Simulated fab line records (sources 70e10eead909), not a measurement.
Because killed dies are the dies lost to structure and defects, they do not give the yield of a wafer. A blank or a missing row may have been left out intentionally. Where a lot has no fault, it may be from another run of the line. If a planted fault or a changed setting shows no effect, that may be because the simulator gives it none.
A lot that was struck, set against a sound lot	flow nand_harc	12 steps out of a route of 1159
Sound: the wafers L538.3, L538.4, L538.5. Wafers L544.3, L544.4, L544.6 were the ones struck. Last of all comes the cause.
Order at every step that has rows: each side's tool, ch and its chambers, its first start. Under that, the readings that differ: sound wafers	struck wafers	difference of the means	sigmas: that difference in standard deviations of wafers without a fault.
alike: same words and numbers on both sides, and readings whose means sit less than 2 such deviations apart. not compared: any withheld reading, any reading some wafer has no value for, any bound like >300 that may hide the same value, and any number with overlapping values for which the record gives no deviation.
Wherever a step has rows on one side only, a row that says differs or no value, or a row with sigmas, the two part there. Numbers that don't overlap but have no deviation are shown without sigmas and don't part them. A reading that every wafer of one side lacks parts them only if that side has two wafers or more.

NHARC_A_WL_FILL_ALD_02: deposits TiN, target thk 2 nm, pulse time 3 s, ald cycles 100.
  sound on ald_metal-03 ch 1,3, day 15 06:20; struck on ald_metal-02 ch 0,1, day 16 21:32
  alike: heater_power_w, precursor_pulse_height_rel
  not compared: since_wet_clean_h
NHARC_A_WL_FILL_CVD_03: deposits W, target thk 40 nm, time 3302 s.
  sound on cvd_w-02 ch 0,1, day 15 08:22; struck on cvd_w-01 ch 0,1, day 17 01:32
reading	sound	struck	difference	sigmas
throttle_valve_pct (%)	8.54 8.64 8.54	7.89 7.97 8.11	-0.58	-2
  alike: heater_power_w
  not compared: since_wet_clean_h
then, 1 step without rows for these wafers: NHARC_A_WL_FILL_ETCHBACK_04 (etches the open film in NF3, target depth 60 nm, time 120 s).
NHARC_A_WL_FILL_ETCHBACK_05: etches the open film in Cl2/BCl3, target depth 22 nm, time 60 s.
  sound on rie_metal-02 ch 0,1, day 15 11:01; struck on rie_metal-01 ch 0,1, day 17 04:11
  alike: drypump_motor_current_A, oes_product_au, run_length_s
  not compared: rf_hours_counter_h
NHARC_A_WL_FILL_STRIP_27: strips in N2/H2, time 20 s.
  sound on plasma_asher-02 ch 0,1, day 15 11:10; struck on plasma_asher-01 ch 0,1, day 17 05:01
  alike: drypump_motor_current_A, heater_power_w
  not compared: rf_hours_counter_h
then, 4 steps without rows for these wafers: NHARC_A_WL_FILL_STRIP_28 (strips in post etch residue remover, time 1200 s); NHARC_A_WL_FILL_PRECLEAN_06 (cleans in DIW, time 300 s); NHARC_A_WL_FILL_SRD_07; NHARC_A_WL_FILL_ANNEAL_08 (time 1800 s).
NHARC_A_WL_FILL_ALD_10: deposits SiO2, target thk 50 nm, pulse time 10 s, ald cycles 500.
  sound on ald_hk-02 ch 0,1,3, day 15 19:17; struck on ald_hk-01 ch 1,2, day 17 10:38
  alike: heater_power_w, precursor_pulse_height_rel
  not compared: since_wet_clean_h
NHARC_A_WL_FILL_ETCHBACK_16: etches the open film in C4F8/O2/Ar, target depth 88 nm, time 17.6 s.
  sound on rie_diel-08 ch 0,2, day 15 23:54; struck on rie_diel-05 ch 0,2, day 17 15:15
reading	sound	struck	difference	sigmas
rf_vpp_V (V)	732 723 730	719 720 718	-9	-2
run_length_s (s)	38.3 39.1 38.5	27.4 26.6 26.9	-11.7	-29
  alike: oes_product_au
  not compared: rf_hours_counter_h
then, 1 step without rows for these wafers: NHARC_A_WL_FILL_STRIP_29 (strips in O2, time 20 s).

WHERE THEY PART
First at NHARC_A_WL_FILL_CVD_03; last, within this record, at NHARC_A_WL_FILL_ETCHBACK_16.

WHY: whatever the simulator had introduced
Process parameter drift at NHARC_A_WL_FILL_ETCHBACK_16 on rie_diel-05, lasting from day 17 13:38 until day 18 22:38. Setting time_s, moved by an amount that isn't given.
